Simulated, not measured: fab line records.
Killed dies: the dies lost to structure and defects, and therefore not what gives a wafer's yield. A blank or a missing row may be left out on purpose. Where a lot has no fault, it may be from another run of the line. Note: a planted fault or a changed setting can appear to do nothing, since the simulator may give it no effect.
Struck lot and sound lot, side by side    flow nand-harc    18 out of 1302 route steps
Sound: wafers L131.1, L131.2, L131.6. Struck: wafers L144.3, L144.5, L144.6. At the end, the cause is stated.
Each step with rows lists, per side, the tool, then ch with its chambers, then its first start. Under that, the readings that differ: sound wafers    struck wafers    difference of the means    sigmas: that difference in standard deviations of wafers without a fault.
alike: same words and numbers on both sides, and readings whose means sit less than 2 such deviations apart. not compared: any withheld reading, any reading some wafer has no value for, any bound like >300 that may hide the same value, and any number with overlapping values for which the record gives no deviation.
A row with sigmas, a row that says differs or no value, or rows on one side alone: a step with any of these is where the two part. When numbers do not overlap yet have no deviation, they are printed without sigmas and do not part them. Lack of a reading on every wafer of one side parts them only where that side has two or more wafers.

first, 1 step without rows for these wafers: NHARC_P_ZERO_WELL_HARDBAKE_12 (time 65 s).
NHARC_P_ZERO_WELL_DESCUM_13: chemistry O2, time 3 s.
  sound on rie-diel-13 ch 1,2,3, day 4 09:27; struck on rie-diel-07 ch 2,3, day 9 19:24
  alike: drypump-motor-current-A, oes-product-au, rf-vpp-V, showerhead-plenum-p-Torr, throttle-valve-pct
  not compared: rf-hours-counter-h
NHARC_P_ZERO_WELL_ETCH_65: etches the open film in N2/H2, target depth 80 nm, overetch 24 nm, time 87.88 s.
  sound on rie-diel-13 ch 0,3, day 4 09:39; struck on rie-diel-07 ch 1,2, day 9 19:29
  alike: drypump-motor-current-A, oes-product-au, rf-vpp-V, showerhead-plenum-p-Torr, throttle-valve-pct
  not compared: rf-hours-counter-h
NHARC_P_ZERO_WELL_ETCH_62: etches the open film in CHF3/Ar, target depth 13 nm, time 6.5 s.
  sound: rie-diel-13 ch 1,3; struck: rie-diel-07 ch 0,1,2
  alike: drypump-motor-current-A, oes-product-au, rf-vpp-V, showerhead-plenum-p-Torr, throttle-valve-pct
  not compared: rf-hours-counter-h
NHARC_P_ZERO_WELL_ETCH_63: etches the open film in HBr/Cl2, target depth 120 nm, time 40.1 s.
  sound on rie-si-01 ch 0,1,3, day 4 09:49; struck on rie-si-06 ch 0,2,3, day 9 19:48
reading                sound              struck             difference  sigmas
oes-product-au (a.u.)  0.999 1.006 1.003  0.988 0.984 0.992  -0.015      -2
  alike: drypump-motor-current-A, he-backside-leak-sccm, throttle-valve-pct
  not compared: rf-hours-counter-h
then, 7 steps without rows for these wafers: NHARC_P_ZERO_WELL_STRIP_15 (strips in SPM, time 900 s); NHARC_P_ZERO_WELL_DEHYDRATE_16 (time 120 s); NHARC_P_ZERO_WELL_HMDS_17 (time 30 s); NHARC_P_ZERO_WELL_COAT_18; NHARC_P_ZERO_WELL_SOFTBAKE_19 (time 95 s); NHARC_P_ZERO_WELL_EBR_20; NHARC_P_ZERO_WELL_EXPOSE_21 (exposes mask P NWELL, target cd 720 nm).
NHARC_P_ZERO_WELL_PEB_22: peb time 85 s.
  sound on litho-track-05 ch 0, day 4 10:40; struck on litho-track-05 ch 0, day 9 20:28
reading                   sound                 struck                difference  sigmas
heater-power-total-W (W)  163.97 164.34 163.63  156.81 156.95 156.83  -7.12       -25
plate-temp-C (C)          117.95 117.90 117.95  114.18 114.41 114.17  -3.68       -33
then, 1 step without rows for these wafers: NHARC_P_ZERO_WELL_DEVELOP_23 (time 70 s).
NHARC_P_ZERO_WELL_CD_MEAS_24: target cd 720 nm.
  sound on cd-sem-02 ch 0, day 4 10:46; struck on cd-sem-03 ch 0, day 9 20:34
reading     sound              struck             difference  sigmas
cd-nm (nm)  719.6 719.7 720.0  713.8 711.3 711.5  -7.6        -6
then, 1 step without rows for these wafers: NHARC_P_ZERO_WELL_HARDBAKE_25 (time 80 s).
NHARC_P_ZERO_WELL_DESCUM_26: chemistry O2, time 3 s.
  sound on rie-diel-05 ch 0,3, day 4 10:56; struck on rie-diel-05 ch 0,1,3, day 9 20:45
reading                       sound              struck             difference  sigmas
model.P_ZERO_WELL.cd-nm (nm)  720.2 719.5 720.2  713.8 710.8 711.5  -7.9        
  alike: drypump-motor-current-A, oes-product-au, rf-vpp-V, showerhead-plenum-p-Torr, throttle-valve-pct
  not compared: rf-hours-counter-h
then, 1 step without rows for these wafers: NHARC_P_ZERO_WELL_IMPLANT_27.

WHERE THEY PART
At NHARC_P_ZERO_WELL_ETCH_63 first; at NHARC_P_ZERO_WELL_CD_MEAS_24 last (within this record only). Later steps at which nothing parts them and some readings are alike: NHARC_P_ZERO_WELL_DESCUM_26.

WHY: whatever the simulator had introduced
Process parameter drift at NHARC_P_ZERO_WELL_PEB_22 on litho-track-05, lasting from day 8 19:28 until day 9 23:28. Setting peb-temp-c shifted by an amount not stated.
